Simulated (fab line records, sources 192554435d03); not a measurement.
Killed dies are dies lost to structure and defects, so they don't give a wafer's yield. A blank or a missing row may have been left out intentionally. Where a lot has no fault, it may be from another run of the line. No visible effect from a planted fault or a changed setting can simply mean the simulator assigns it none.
fab line records | flow n5-finfet
[record] lots = 4 wafers = 12 last-day = 22
route steps=1938 shown WELL_APT@36 PMOS_HMC_CHANNEL_EPI@57 BEOL_M4@1111 PASSIVATION@1936
lots that met no fault: from a run of the same line without faults
start-h: start of the lot's first displayed wafer, in hours after the record's first day | wait-h: time in hours since the lot's previous step | " identical to the entry in the row above | L1.1+2: one row covering several wafers at once | - no value present, or no start provided | * or withheld: withheld | < > ~ a bound
route shown NAME@n: NAME is a module with steps in the file, n the number in the route of the first one | usual: mean and standard deviation over wafers with no fault | same: alike in all rows | chamber/n: place in a boat | sites: per-site readings | _std_site: standard deviation across them | _edge_site: the outer-site mean with the inner-site mean subtracted | radius-mm: how far each site lies from the wafer's centre | mask NAME#n: copy n | behind: the tool/chamber that last shaped the wafer | hold: reason for holding the lot/hours on hold/outcome of the hold | device: whichever transistor did not switch (one of n, p or np) | end of line: the route-end tests of the same wafers | a step given without rows: its recipe and nothing more | killed: the dies lost at the first sort to structure and to defects; this is not the yield of the wafer | map: a wafer's dies, marking killed ones x, the rest . and places with no die _
set.NAME: the setting as run; set.NAME@STEP: as run at that earlier step | model.NAME: the simulator's own value behind a step, which no gauge read
a table for each step, a row for each wafer; lots at some steps of the route
services: a tool's chamber out of use, with start hour (start-h, from the record's first day; less than 0 if before it), hours out, and reason
[[steps]]
[step N5_WELL_APT_COAT_19]
[recipe] spin-rpm = 1357 resist-thk-nm = 950
[step N5_WELL_APT_EBR_21]
[recipe] solvent = PGMEA ebr-width-mm = 1.5
[step N5_WELL_APT_SOFTBAKE_20]
[recipe] temp-c = 130 time-s = 60
[step N5_WELL_APT_EXPOSE_22]
[recipe] mask-id = PWELL na = 0.8 source-shape = conventional sigma-outer = 0.8 polarization = unpolarized defocus-nm = 0 target-cd-nm = 200 dose-mj = 23.2
[step N5_WELL_APT_PEB_23]
[recipe] peb-temp-c = 130 peb-time-s = 90
[step N5_WELL_APT_DEVELOP_24]
[recipe] develop-time-s = 45 rinse-liquid = surfactant-rinse dry = air-spin dev-temp-c = 21
[step N5_WELL_APT_HARDBAKE_29]
[recipe] temp-c = 130 time-s = 120
[step N5_WELL_APT_DESCUM_30]
[recipe] chemistry = O2 time-s = 7.9 source-power-w = 50 bias-power-w = 20 pressure-mtorr = 20 rf-frequency-hz = 2.712e+07 temp-c = 40 o2-flow-sccm = 225
[step N5_WELL_APT_IMPLANT_31]
[recipe] species = B energy-kev = 60 dose-cm2 = 1.5e+13 tilt-deg = 0 rotation-deg = 0
[step N5_WELL_APT_IMPLANT_32]
[recipe] species = BF2 energy-kev = 50 dose-cm2 = 2e+13 tilt-deg = 0 rotation-deg = 0
[usual] faraday-current-uA = 254/4.7 tilt-deg = 0.003/0.02
// columns lot.wafer tool chamber start-h wait-h faraday-current-uA tilt-deg model.implant.rp-nm model.implant.drp-nm
L799.1 implanter-02 0 27.64 0.1 265 -0.008 37.61 18.55
L799.2 " 0 " " 252 0.006 37.61 18.55
L799.3 " 0 " " 248 0.010 37.61 18.55
L800.2 implanter-02 0 33.34 0.1 247 0.000 37.2 18.55
L800.3 " 0 " " 249 0.002 37.2 18.55
L800.5 " 0 " " 255 0.005 37.2 18.55
L816.2 implanter-01 0 129.82 0.1 254 0.016 161.8 58.41
L816.3 " 0 " " 256 0.030 161.8 58.41
L816.6 " 0 " " 257 0.051 161.8 58.41
L817.2 implanter-02 0 135.81 0.1 256 -0.060 163.3 58.41
L817.3 " 0 " " 256 -0.030 163.3 58.41
L817.4 " 0 " " 258 -0.028 163.3 58.41
[step N5_WELL_APT_STRIP_33]
[recipe] chemistry = SPM time-s = 900 temp-c = 130 h2so4-h2o2-vol-ratio = 4 dry = ipa-marangoni
[step N5_WELL_APT_RTA_34]
[recipe] temp-c = 1000 time-s = 10 ambient = N2 idle-temp-c = 600 ramp-up-c-per-s = 150 ramp-down-c-per-s = 60 cool-to-c = 600
[step N5_WELL_APT_OXIDE_STRIP_42]
[recipe] chemistry = dHF dilution = 25:1 time-s = 45 temp-c = 25 target = SiO2 target-depth-a = 120
[step N5_WELL_APT_PRECLEAN_36]
[recipe] chemistry = O3/DIW time-s = 45 temp-c = 22 o3-ppm = 10
[step N5_WELL_APT_PRECLEAN_39]
[recipe] chemistry = dHF time-s = 60 dilution = 150:1 temp-c = 25
[step N5_WELL_APT_SRD_37]
[recipe] dry = ipa-marangoni do-ppb = 5 time-s = 30 temp-c = 23 rinse-liquid = diw
[step N5_WELL_APT_EPI_41]
[recipe] material = Si target-thk-a = 500 temp-c = 650 precursor = SiH4/H2 pressure-torr = 20 time-s = 297.7
[step N5_PMOS_HMC_CHANNEL_EPI_HM_DEP_34]
[recipe] material = SiO2 target-thk-a = 360 temp-c = 400 precursor = TEOS/O2 pressure-torr = 6.5 rf-w = 900 teos-flow-sccm = 161.4 gas = O2 flow-sccm = 2650 time-s = 6.9
[step N5_PMOS_HMC_CHANNEL_EPI_COAT_31]
[recipe] resist = BARC temp-c = 205 time-s = 60 spin-rpm = 1500 resist-thk-nm = 66
[step N5_PMOS_HMC_CHANNEL_EPI_COAT_03]
[recipe] resist = CAR-ArF-block spin-rpm = 1500 resist-thk-nm = 205
[step N5_PMOS_HMC_CHANNEL_EPI_EBR_05]
[recipe] solvent = PGMEA ebr-width-mm = 1.5
[step N5_PMOS_HMC_CHANNEL_EPI_SOFTBAKE_04]
[recipe] temp-c = 110 time-s = 60 resist = CAR-ArF-block
[step N5_PMOS_HMC_CHANNEL_EPI_EXPOSE_06]
[recipe] mask-id = PMOS_HMC_BLK na = 1.35 source-shape = conventional sigma-outer = 0.8 polarization = unpolarized target-cd-nm = 240 dose-mj = 41
[step N5_PMOS_HMC_CHANNEL_EPI_PEB_07]
[recipe] peb-temp-c = 110 peb-time-s = 60 resist = CAR-ArF-block
[step N5_PMOS_HMC_CHANNEL_EPI_DEVELOP_08]
[recipe] develop-time-s = 30 developer = TMAH resist = CAR-ArF-block dev-temp-c = 23 rinse-liquid = diw dry = air-spin
[step N5_PMOS_HMC_CHANNEL_EPI_DESCUM_14]
[recipe] chemistry = O2 time-s = 7.9 source-power-w = 50 bias-power-w = 20 pressure-mtorr = 20 rf-frequency-hz = 2.712e+07 temp-c = 40 resist = CAR-ArF-block o2-flow-sccm = 225
[step N5_PMOS_HMC_CHANNEL_EPI_ETCH_32]
[recipe] chemistry = N2/H2 target = BARC stop-on = SiO2 target-depth-a = 858 over-etch-frac = 0.3 time-s = 50.3 ion-energy-ev = 200 mask-material = CAR-ArF-block pressure-mtorr = 30 source-w = 840 bias-w = 150 n2-flow-sccm = 200 h2-flow-sccm = 200
[step N5_PMOS_HMC_CHANNEL_EPI_HM_OPEN_15]
[recipe] chemistry = CHF3/O2 target = SiO2 mask-material = CAR-ArF-block target-depth-a = 406 CHF3_flow_sccm = 50 O2_flow_sccm = 5 Ar_flow_sccm = 200 time-s = 20.3 pressure-mtorr = 30 source-w = 650 bias-w = 170 ion-energy-ev = 200
[step N5_PMOS_HMC_CHANNEL_EPI_STRIP_33]
[recipe] chemistry = N2/H2 power-w = 500 temp-c = 40 pressure-mtorr = 50 rf-frequency-hz = 6e+07 overash-fraction = 0.3 bias-power-w = 8 h2-frac = 0.5 n2-flow-sccm = 300 h2-flow-sccm = 300
[step N5_PMOS_HMC_CHANNEL_EPI_STRIP_17]
[recipe] chemistry = SPM time-s = 750 temp-c = 130 h2so4-h2o2-vol-ratio = 4 dry = ipa-marangoni
[step N5_PMOS_HMC_CHANNEL_EPI_ETCH_38]
[recipe] chemistry = CF4 target = SiO2 target-depth-a = 15 ion-energy-ev = 350 pressure-mtorr = 10 icp-w = 800 bias-w = 400 cf4-flow-sccm = 80
[step N5_PMOS_HMC_CHANNEL_EPI_FIN_RECESS_16]
[recipe] chemistry = HBr/Cl2 target = Si mask-material = SiO2 target-depth-a = 540 time-s = 18 pressure-mtorr = 10 icp-w = 800 bias-w = 75 HBr_flow_sccm = 150 Cl2_flow_sccm = 80
[step N5_PMOS_HMC_CHANNEL_EPI_PRECLEAN_36]
[recipe] chemistry = O3/DIW time-s = 45 temp-c = 22 o3-ppm = 10
[step N5_PMOS_HMC_CHANNEL_EPI_PRECLEAN_18]
[recipe] chemistry = DHF time-s = 30 temp-c = 25 dilution = withheld
[step N5_PMOS_HMC_CHANNEL_EPI_SRD_19]
[recipe] dry = ipa-marangoni do-ppb = 5 time-s = 30 temp-c = 23 rinse-liquid = diw
[step N5_BEOL_M4_RC_MEAS_101]
[usual] CJ_N = 4.34/0.095 DIBL_N = 36.3/1.1 DIBL_P = 36.3/1.4 IOFF_N = 0.155/0.019 IOFF_N_85C = 3.0/0.33 IOFF_N_LIN = 0.073/0.0076 IOFF_P = 0.211/0.027 ION_N = 672/8.5 ION_P = 462/5.8 RS_PWELL = 3008/26 SS_N = 71.5/0.56 SS_P = 73.3/0.52 VT_N = 249.9/2.5 VT_N_LVT = 98.6/2.4 VT_P = -249.8/2.8
// columns lot.wafer tool chamber start-h wait-h CJ_N DIBL_N[mV/V] DIBL_P[mV/V] IOFF_N[nA/um] IOFF_N_85C[nA/um] IOFF_N_LIN[nA/um] IOFF_P[nA/um] ION_N[uA/um] ION_P[uA/um] RS_PWELL[ohm/sq] SS_N[mV/dec] SS_P[mV/dec] VT_N[mV] VT_N_LVT[mV] VT_P[mV]
L800.2 prober-01 0 219.99 0.2 4.27 36.1 36.9 0.144 2.9 0.067 0.220 668 467 2987 71.6 72.2 251.3 101.1 -248.3
L800.3 " 0 " " 4.20 35.6 37.1 0.138 2.8 0.065 0.219 668 465 2995 71.4 73.3 252.5 102.1 -249.1
L800.5 " 0 " " 4.25 37.0 39.1 0.171 3.3 0.076 0.263 678 469 2992 71.3 73.4 251.1 100.0 -247.9
L799.1 prober-01 0 228.39 0.0 4.25 36.2 36.4 0.158 3.2 0.076 0.187 679 458 2992 71.1 73.5 246.5 94.0 -251.5
L799.2 " 0 " " 4.24 35.3 35.3 0.145 3.0 0.070 0.165 671 450 2966 71.6 72.4 248.8 97.0 -254.5
L799.3 " 0 " " 4.18 36.3 37.8 0.167 3.3 0.080 0.203 676 466 2988 72.0 73.7 247.9 94.9 -251.5
L817.2 prober-02 0 390.21 0.2 1.94 61.3 37.6 2.998 36.8 0.246 0.237 711 467 1887 99.0 73.8 239.0 92.1 -248.3
L817.3 " 0 " " 1.95 62.5 37.1 3.247 39.0 0.249 0.230 701 466 1894 101.1 73.5 238.2 92.0 -246.1
L817.4 " 0 " " 1.94 66.4 37.0 3.941 46.5 0.274 0.228 707 471 1896 105.1 73.3 240.0 93.2 -247.4
L816.2 prober-02 0 391.49 0.2 1.94 66.6 36.1 3.982 46.3 0.265 0.202 698 463 1901 106.7 72.4 243.5 91.4 -248.8
L816.3 " 0 " " 1.97 77.0 36.0 6.798 72.2 0.344 0.205 705 466 1882 114.9 72.3 243.5 91.9 -248.4
L816.6 " 0 " " 1.95 64.3 34.1 3.038 36.6 0.216 0.172 689 464 1884 104.2 72.8 246.1 93.9 -252.7
[step N5_PASSIVATION_PROBE_49]
[usual] defect-limited-yield = 91.4/1.2 killed_at_M0_to_M3 = 34/10 killed_at_M4_up = 14/5.1 killed-at-contacts = 12/6.4 killed-at-front-end = 38/9.3 killed-at-other = 4/3 killed-dies = 102/15 killed-open = 67/12 killed-short = 33/6.9 sort_bin_4_leakage = 0/0 sort_bin_5_function = 5.0/0.86 sort_bin_6_memory = 3.2/0.58 sort-n-pass = 1078/15 sort-yield-pct = 91.4/1.2
[same] gross-dies = 1180 killed-at-back-side = 0 sort_bin_8_speed[%] = 0
// columns lot.wafer tool chamber start-h wait-h defect-limited-yield[%] killed_at_M0_to_M3 killed_at_M4_up killed-at-contacts killed-at-front-end killed-at-other killed-dies killed-open killed-short sort_bin_4_leakage[%] sort_bin_5_function[%] sort_bin_6_memory[%] sort-n-pass sort-yield-pct[%]
L800.2 prober-01 - 330.47 0.1 91.8 26 15 5 38 13 97 64 31 0 5.3 2.6 1083 91.8
L800.3 prober-01 - 330.52 0.1 91.1 31 16 16 38 4 105 71 32 0 5.3 3.3 1075 91.1
L800.5 prober-01 - 330.62 0.2 89.7 34 13 14 53 7 121 94 25 0 6.0 4.0 1059 89.7
L799.1 prober-01 - 337.65 0.0 91.6 42 14 9 33 1 99 68 25 0 4.3 3.5 1081 91.6
L799.2 prober-01 - 337.70 0.1 90.1 53 13 9 40 2 117 77 38 0 6.3 3.3 1063 90.1
L799.3 prober-01 - 337.75 0.1 91.3 38 13 11 39 2 103 63 39 0 5.3 3.2 1077 91.3
L817.2 prober-01 - 509.00 0.1 90.6 34 4 19 50 4 111 82 28 90.59 5.8 3.5 0 0
L817.3 prober-01 - 509.05 0.1 92.4 24 8 13 39 6 90 58 29 92.37 5.1 2.1 0 0
L817.4 prober-01 - 509.10 0.2 90.6 27 12 15 47 10 111 70 39 90.59 5.3 3.7 0 0
L816.2 prober-01 - 522.31 0.1 92.9 30 17 8 27 2 84 55 25 92.88 3.8 3.1 0 0
L816.3 prober-01 - 522.36 0.1 93.1 37 15 12 17 1 82 52 27 93.05 4.6 2.4 0 0
L816.6 prober-01 - 522.51 0.3 92.0 40 22 15 17 0 94 54 38 92.03 4.7 2.7 0 0
// killed by level:class
L800.2 STI_FIN_REVEAL:geometric-particle:open=11 FIN_SAQP:geometric-particle:open=7 BEOL_M2:geometric-particle:open=6 GATE_CUT:geometric-particle:short=5 BEOL_M0_SAQP:geometric-particle:open=5 BEOL_M3:geometric-particle:open=5 MOL_CONTACT_COAG:geometric-particle:open=4 BEOL_M0_SAQP:geometric-particle:short=4
L800.3 BEOL_M3:geometric-particle:open=18 MOL_CONTACT_COAG:geometric-particle:open=13 GATE_CUT:geometric-particle:short=7 STI_FIN_REVEAL:geometric-particle:open=6 BEOL_M4:geometric-particle:open=5 FIN_SAQP:geometric-particle:short=4 GATE_CUT:geometric-particle:open=4 BEOL_M0_SAQP:geometric-particle:open=4
L800.5 FIN_SAQP:geometric-particle:open=23 MOL_CONTACT_COAG:geometric-particle:open=13 BEOL_M2:geometric-particle:open=10 BEOL_M0_SAQP:geometric-particle:open=10 FIN_SAQP:geometric-particle:short=7 STI_FIN_REVEAL:geometric-particle:open=6 BEOL_M3:geometric-particle:open=6 GATE_CUT:geometric-particle:open=5
L799.1 BEOL_M3:geometric-particle:open=14 FIN_SAQP:geometric-particle:open=13 BEOL_M0_SAQP:geometric-particle:open=9 MOL_CONTACT_COAG:geometric-particle:open=8 BEOL_M0_SAQP:geometric-particle:short=7 BEOL_M4:geometric-particle:open=7 BEOL_M1:geometric-particle:open=4 HKMG_FIN:area-etch=4
L799.2 BEOL_M0_SAQP:geometric-particle:open=17 BEOL_M3:geometric-particle:open=15 FIN_SAQP:geometric-particle:open=14 FIN_SAQP:geometric-particle:short=10 BEOL_M0_SAQP:geometric-particle:short=8 MOL_CONTACT_COAG:geometric-particle:open=7 BEOL_M1:geometric-particle:open=6 BEOL_M4:geometric-particle:open=5
L799.3 FIN_SAQP:geometric-particle:short=16 BEOL_M2:geometric-particle:open=11 FIN_SAQP:geometric-particle:open=9 MOL_CONTACT_COAG:geometric-particle:open=9 BEOL_M4:geometric-particle:open=7 BEOL_M0_SAQP:geometric-particle:short=6 BEOL_M3:geometric-particle:short=6 STI_FIN_REVEAL:geometric-particle:open=5
L817.2 STI_FIN_REVEAL:geometric-particle:open=20 MOL_CONTACT_COAG:geometric-particle:open=15 BEOL_M2:geometric-particle:open=10 BEOL_M0_SAQP:geometric-particle:open=9 DUMMY_GATE:geometric-particle:open=6 FIN_SAQP:geometric-particle:short=5 BEOL_M0_SAQP:geometric-particle:short=5 ILD0:geometric-particle:short=4
L817.3 MOL_CONTACT_COAG:geometric-particle:open=11 STI_FIN_REVEAL:geometric-particle:open=10 BEOL_M1:geometric-particle:open=8 BEOL_M2:geometric-particle:open=6 FIN_SAQP:geometric-particle:short=5 DUMMY_GATE:geometric-particle:open=5 FIN_SAQP:geometric-particle:open=4 STI_FIN_REVEAL:geometric-particle:short=4
L817.4 MOL_CONTACT_COAG:geometric-particle:open=11 BEOL_M2:geometric-particle:open=11 STI_FIN_REVEAL:geometric-particle:open=10 STI_FIN_REVEAL:geometric-particle:short=7 DUMMY_GATE:geometric-particle:open=7 BEOL_M0_SAQP:geometric-particle:short=6 FIN_SAQP:geometric-particle:short=5 GATE_CUT:geometric-particle:short=5
L816.2 MOL_CONTACT_COAG:geometric-particle:open=7 BEOL_M0_SAQP:geometric-particle:short=7 BEOL_M0_SAQP:geometric-particle:open=7 GATE_CUT:geometric-particle:short=6 BEOL_M4:geometric-particle:open=6 STI_FIN_REVEAL:geometric-particle:open=5 FIN_SAQP:geometric-particle:open=4 GATE_CUT:geometric-particle:open=4
L816.3 BEOL_M2:geometric-particle:open=11 MOL_CONTACT_COAG:geometric-particle:open=9 BEOL_M0_SAQP:geometric-particle:short=9 BEOL_M4:geometric-particle:open=6 BEOL_M0_SAQP:geometric-particle:open=5 FIN_SAQP:geometric-particle:open=4 FIN_SAQP:geometric-particle:short=3 STI_FIN_REVEAL:geometric-particle:open=3
L816.6 MOL_CONTACT_COAG:geometric-particle:open=9 BEOL_M2:geometric-particle:open=9 BEOL_M4:geometric-particle:open=7 BEOL_M0_SAQP:geometric-particle:short=7 MOL_CONTACT_COAG:geometric-particle:short=6 BEOL_M0_SAQP:geometric-particle:open=6 STI_FIN_REVEAL:geometric-particle:short=5 STI_FIN_REVEAL:geometric-particle:open=4
// map L816.6 (x killed, . not)
_________________......x.....________________
______________x................._____________
___________....x...................__________
__________......................x..._________
________.......x...x.........x........_______
_______..x..........x..........x.......______
______.......................x.........._____
_____.........x.x.......x..x....x...x....____
____.................x.......x....x...x...___
___............x.....x..............x......__
___........................................__
__......x...................x..............._
__.....x......x......................x......_
_........x...................................
_.......x..x.......x..........x.....x........
_....x.......................x............x..
_.....................x....x........x.x.xx...
_......x....x....x.....xx...............x....
_.....................................x.x....
_...................x........x...x....x......
_..x................x.......x..x.x......x....
__...x........x...x.x.......x.........x.x..._
__x..........x....xx...x..........x........x_
___x...............x.......................__
___.................x.............x........__
____..........x...........................___
_____......x................x........x...____
______...............x......x..........._____
_______................................______
________x.............x..............._______
__________...............x.......x.._________
___________........x...............__________
______________...x.......x......_____________
_________________.x..........________________
// map L817.2 (x killed, . not)
_________________...x........________________
______________....x.......x..x.._____________
___________.......x................__________
__________.....x........x....x....xx_________
________.........x..........x........._______
_______...........x.x...........xx.....______
______..x..............................._____
_____..........x..x....x...........x..x..____
____.....x........x.......................___
___.....x............x...........x.........__
___x..x................x.....xx.....xx....x__
__.x..........x............................._
__.......................x.......x........xx_
_..............x..........x..............x...
_..........xx....x......x....................
_.................................x....x.x..x
_....x....................xx...x.............
_x........x......x...........x..x............
_.x...........x......x....................x..
_.....x.x.......x...x.x...x..............x...
_............x........x.....xx...x.........x.
__.....x...xx.x.........................x..._
__..................x..................x...._
___............x..........x................__
___.....x.....xx...........................__
____.x......x..x...........x.x.x.....xx...___
_____...............xx..x....x..........x____
______..........x.....x...............x._____
_______................................______
________.x....................x......._______
__________.....................x...._________
___________.........x.....x........__________
______________.................._____________
_________________............________________
[[services]]
// columns tool chamber start-h hours kind
implanter-01 - 60.78 0.6 repair
implanter-02 - 87.96 7.6 repair
implanter-02 - 131.68 3.4 pm
[[key]]
[first-sign] step = N5_BEOL_M4_RC_MEAS_101 reading = IOFF_N direction = up sigmas = 99+ usual = 0.155 struck = 4.001
[effect] step = N5_BEOL_M4_RC_MEAS_101 reading = IOFF_N_85C direction = up sigmas = 99+ usual = 3.0 struck = 46.2
[effect] step = N5_BEOL_M4_RC_MEAS_101 reading = SS_N direction = up sigmas = 60 usual = 71.5 struck = 105.2
[effect] step = N5_BEOL_M4_RC_MEAS_101 reading = RS_PWELL direction = down sigmas = 42 usual = 3008 struck = 1891
[effect] step = N5_BEOL_M4_RC_MEAS_101 reading = DIBL_N direction = up sigmas = 27 usual = 36.3 struck = 66.3
[effect] step = N5_BEOL_M4_RC_MEAS_101 reading = IOFF_N_LIN direction = up sigmas = 25 usual = 0.073 struck = 0.266
[effect] step = N5_BEOL_M4_RC_MEAS_101 reading = CJ_N direction = down sigmas = 25 usual = 4.34 struck = 1.95
[effect] step = N5_BEOL_M4_RC_MEAS_101 reading = ION_N direction = up sigmas = 3.6 usual = 672 struck = 702
[effect] step = N5_BEOL_M4_RC_MEAS_101 reading = VT_N direction = down sigmas = 3.2 usual = 249.9 struck = 241.7
[effect] step = N5_BEOL_M4_RC_MEAS_101 reading = VT_N_LVT direction = down sigmas = 2.6 usual = 98.6 struck = 92.4
[effect] step = N5_PASSIVATION_PROBE_49 reading = sort_bin_4_leakage direction = up sigmas = 99+ usual = 0 struck = 91.92
[model-effect] step = N5_WELL_APT_IMPLANT_32 value = implant.rp-nm without = 37.73 struck = 162.6
met-at N5_WELL_APT_IMPLANT_32
struck-wafers L816.2,L816.3,L816.6,L817.2,L817.3,L817.4
onset-between 33.34 129.82
also-fits time
[fault] kind = wrong-recipe-download tool = implanter-01,implanter-02 chamber = - onset-h = 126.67 steps = N5_WELL_APT_IMPLANT_32 wrong-recipe.not-listed = 1
